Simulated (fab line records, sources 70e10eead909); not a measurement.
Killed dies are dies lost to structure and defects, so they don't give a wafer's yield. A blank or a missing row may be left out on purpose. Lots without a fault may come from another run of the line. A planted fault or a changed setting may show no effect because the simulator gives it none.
Which tool did it? | flow nand_harc | 12 lots, 36 wafers sampled, at 2 steps of a route of 1159

WHAT THE GAUGES READ, wafer by wafer
NHARC_A_M0_OVL_MEAS_10: pitch 160 nm.
lot  | measured     | on         | overlay_x_nm (nm)
L076 | day 17 16:13 | overlay-02 | 0.3 0.0 0.6
L077 | day 17 19:30 | overlay-01 | -1.0 -1.0 -0.8
L078 | day 18 13:04 | overlay-02 | -0.2 0.1 0.7
L081 | day 19 04:05 | overlay-02 | 0.0 0.0 -0.2
L084 | day 19 23:47 | overlay-01 | -2.0 -1.7 -2.2
L088 | day 20 04:24 | overlay-01 | -0.2 0.1 -0.7
L086 | day 20 07:34 | overlay-02 | 0.8 1.2 1.3
L085 | day 20 18:27 | overlay-02 | 1.8 1.3 2.2
L090 | day 21 16:56 | overlay-02 | 0.3 -0.1 0.5
L092 | day 22 03:54 | overlay-02 | 0.2 0.1 -0.1
L097 | day 23 02:22 | overlay-01 | -0.7 -1.1 -0.6
L096 | day 24 03:37 | overlay-02 | 0.9 0.6 1.1

WHICH TOOL RAN EACH LOT (tool, then ch and the chambers of the sampled wafers, then the start)
lot  | NHARC_A_BLC_STRIP_29
L076 | rie_diel-12 ch 0,1,3, day 17 13:14
L077 | rie_diel-12 ch 0,1, day 17 16:33
L078 | rie_diel-03 ch 0,1,2, day 18 04:51
L081 | rie_diel-03 ch 2,3, day 19 00:05
L084 | rie_diel-03 ch 0,2,3, day 19 17:38
L088 | rie_diel-05 ch 0,3, day 20 01:27
L086 | rie_diel-12 ch 1,2, day 20 04:38
L085 | rie_diel-03 ch 1,2,3, day 20 15:28
L090 | rie_diel-12 ch 0,1,2, day 21 14:02
L092 | rie_diel-03 ch 0,1, day 21 22:39
L097 | rie_diel-12 ch 1,3, day 22 21:10
L096 | rie_diel-12 ch 0,1,2, day 23 20:49
- NHARC_A_BLC_STRIP_29: strips in CF4.

THE ANSWER, worked out from the rows above alone
Rule: what is usual is taken from the lots themselves. Put in order of their means at a reading, lots are off if they are a third of the lots or fewer, leave a main group of 4 or more, and stand apart from it by a gap of 3 or more times the standard deviation of the main group's means; of several such gaps the widest counts. A main group whose means are all the same, to the digits that the tables above print for the reading, isn't used. A lot without any number at a reading at which 4 lots or more have one is off too. The other lots that the step has rows for count as sound.
No lot is off at any reading shown: from this, nothing can be told.

WHAT THE SIMULATOR HAD PUT IN
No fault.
